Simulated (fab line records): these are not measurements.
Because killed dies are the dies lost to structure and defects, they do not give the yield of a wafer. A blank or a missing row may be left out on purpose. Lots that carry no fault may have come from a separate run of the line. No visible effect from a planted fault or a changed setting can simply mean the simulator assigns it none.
Which of the tools did it? | flow n5_finfet | route of 1938 steps, sampled at 1 step: 24 lots, 72 wafers

== WHAT EACH GAUGE READ, for each wafer ==
N5_PMOS_HMC_CHANNEL_EPI_THK_MEAS_22. Usual: HMC_CMP_THK gives 53.9 nm (standard deviation 0.65).
lot  | measured    | on            | HMC_CMP_THK (nm) | flag
L074 | day 1 20:08 | film_metro-01 | 54.2 53.0 54.1   |
L075 | day 2 02:07 | film_metro-02 | 54.3 53.4 54.6   |
L076 | day 2 08:39 | film_metro-01 | 53.3 54.8 54.0   |
L077 | day 2 14:55 | film_metro-01 | 55.3 54.7 54.3   |
L078 | day 2 19:32 | film_metro-01 | 53.0 54.5 54.3   |
L079 | day 3 01:44 | film_metro-02 | 52.1 52.4 53.6   |
L080 | day 3 07:53 | film_metro-01 | 53.9 53.3 54.6   |
L081 | day 3 13:53 | film_metro-01 | 54.0 54.6 54.4   |
L082 | day 3 19:55 | film_metro-01 | 53.5 53.8 54.2   |
L083 | day 4 01:53 | film_metro-02 | 54.7 54.8 53.6   |
L084 | day 4 08:50 | film_metro-01 | 54.5 53.4 53.6   |
L085 | day 4 14:31 | film_metro-01 | 54.2 54.6 54.9   |
L086 | day 4 20:08 | film_metro-01 | 53.7 53.7 54.0   |
L087 | day 5 01:41 | film_metro-02 | 54.7 53.9 55.0   |
L088 | day 5 08:14 | film_metro-02 | 53.7 52.7 53.7   |
L089 | day 5 13:50 | film_metro-02 | 53.1 54.8 54.0   |
L090 | day 5 19:58 | film_metro-02 | 54.0 53.7 54.0   |
L091 | day 6 02:35 | film_metro-01 | 53.4 54.4 53.5   |
L092 | day 6 07:53 | film_metro-01 | 53.8 52.7 53.8   |
L093 | day 6 13:43 | film_metro-02 | 54.1 54.3 53.9   |
L094 | day 6 19:48 | film_metro-02 | 52.6 52.9 53.9   |
L095 | day 7 02:53 | film_metro-02 | 54.2 54.2 54.8   |
L096 | day 7 08:06 | film_metro-02 | 54.0 54.6 53.5   |
L097 | day 7 13:34 | film_metro-01 | 53.5 54.2 53.7   |

== WHICH TOOL RAN EACH LOT (tool, then ch and the chambers of the sampled wafers, then the start) ==
Before these readings, the record contains no process step.

== WHAT THE TOOLS THEMSELVES READ (means of the sampled wafers that have a number; where no wafer has one, the mark that the record gives instead) ==
The record holds no such reading with a usual standard deviation.

== THE ANSWER, worked out from the rows above alone ==
Rule: lot off if the mean of its wafers having a number is beyond 3 standard deviations from the usual mean. A lot without any number at a reading at which 4 lots or more have one is off too. All remaining lots with rows at the step are treated as sound. The gauges are gone through in route order, then the tools' own readings, and for those a lot's mean is taken as printed above. At the first step where some lot is off, the reading lying furthest off is the one used; lots without a number count as furthest.
No lot is off at any reading shown: from this, nothing can be told.

== WHAT THE SIMULATOR HAD PUT IN ==
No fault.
